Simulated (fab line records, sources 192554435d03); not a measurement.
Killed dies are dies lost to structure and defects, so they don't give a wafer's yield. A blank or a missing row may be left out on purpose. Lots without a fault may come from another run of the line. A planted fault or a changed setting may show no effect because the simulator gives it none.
One fault seen from 3 desks | flow n5_finfet | each desk has only its own numbers; what lay behind them comes last

THE METROLOGY DESK
What the gauges read, lot by lot, whatever tool the lot ran on: means of the sampled wafers that have a number. A lot is out of limits, marked OUT, if its mean lies more than 4 standard deviations from the usual mean; the brackets give that distance. Of its 12 readings 7 are shown: those that lie furthest out on some lot.
Columns: A = DIBL_N at N5_BEOL_M4_RC_MEAS_101, usual 36.0 mV/V; B = DIBL_P at N5_BEOL_M4_RC_MEAS_101, usual 36.2 mV/V; C = IOFF_N at N5_BEOL_M4_RC_MEAS_101, usual 0.16 nA/um; D = IOFF_P at N5_BEOL_M4_RC_MEAS_101, usual 0.21 nA/um; E = ION_N at N5_BEOL_M4_RC_MEAS_101, usual 671 uA/um; F = SS_P at N5_BEOL_M4_RC_MEAS_101, usual 73.4 mV/dec; G = VT_N at N5_BEOL_M4_RC_MEAS_101, usual 251 mV
lot  | first seen here | A    | B    | C    | D    | E   | F    | G
L844 | day 6 13:50     | 35.7 | 34.9 | 0.15 | 0.22 | 667 | 72.8 | 252
L846 | day 7 11:06     | 37.4 | 36.9 | 0.20 | 0.24 | 679 | 73.9 | 247
L850 | day 8 01:49     | 37.3 | 38.0 | 0.16 | 0.25 | 681 | 74.1 | 250
L853 | day 9 04:02     | 34.6 | 35.4 | 0.14 | 0.21 | 667 | 72.9 | 250
L859 | day 10 07:59    | 38.2 | 39.8 | 0.23 | 0.29 | 686 | 74.0 | 243
L864 | day 12 05:35    | 32.0 | 31.1 | 0.09 | 0.15 | 643 | 71.8 | 257
This desk's finding: nothing out of limits on any of the 6 lots.

THE TOOL OWNER'S DESK: rie_diel-01
The tool's own readings at N5_BEOL_M2_ETCHBACK_99 (etches SiO2 in CHF3, target depth 5 nm, time 10.4 s): means of the sampled wafers that have a number, for each lot that ran on this tool. A lot is out of limits, marked OUT, if its mean lies more than 4 standard deviations from the usual mean; the brackets give that distance.
Columns: A = drypump_motor_current_A at N5_BEOL_M2_ETCHBACK_99, usual 5.8 A; B = oes_product_au at N5_BEOL_M2_ETCHBACK_99, usual 0.76 a.u.; C = rf_vpp_V at N5_BEOL_M2_ETCHBACK_99, usual 241 V; D = showerhead_plenum_p_Torr at N5_BEOL_M2_ETCHBACK_99, usual 2.16 Torr; E = throttle_valve_pct at N5_BEOL_M2_ETCHBACK_99, usual 17.19 %
lot  | first seen here | A   | B               | C   | D    | E
L844 | day 6 16:10     | 5.7 | 0.77            | 242 | 2.17 | 17.16
L846 | day 7 17:54     | 6.0 | 0.74            | 249 | 2.22 | 17.24
L850 | day 8 12:15     | 5.9 | 1.04            | 238 | 2.14 | 17.39
L853 | day 9 06:43     | 6.0 | 1.18 (+4.8) OUT | 243 | 2.19 | 17.02
This desk's finding: out of limits on L853; first on L853, day 9 06:43 (oes_product_au at N5_BEOL_M2_ETCHBACK_99). In limits: L844, L846, L850.

THE DEFECT DESK
What the inspections along the route counted, lot by lot: means of the sampled wafers that have a number. A lot is out of limits, marked OUT, if its mean lies more than 4 standard deviations from the usual mean; the brackets give that distance.
Columns: A = raw_defect_count at N5_BEOL_M2_INSPECT_30, usual 385
lot  | first seen here | A
L844 | day 6 13:55     | 395
L846 | day 7 11:11     | 403
L850 | day 8 01:55     | 390
L853 | day 9 04:08     | 504
L859 | day 10 08:04    | 305
L864 | day 12 05:40    | 495
This desk's finding: nothing out of limits on any of the 6 lots.

PUT TOGETHER
The tool owner's desk could have raised an alarm at day 9 06:43, on L853.
The metrology desk saw nothing out of limits.
The defect desk saw nothing out of limits.
The metrology desk has L853 on record, within its limits.
The defect desk has L853 on record, within its limits.
Of the lots named, all ran N5_BEOL_M2_ETCHBACK_99 on rie_diel-01.

WHAT THE SIMULATOR HAD PUT IN
Process parameter drift: rie_diel-01, from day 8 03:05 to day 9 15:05, at N5_BEOL_M2_ETCHBACK_99. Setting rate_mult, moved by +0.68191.
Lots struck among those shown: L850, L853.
Hours from the fault's start to each desk's first reading out of limits: the tool owner's desk, 28.
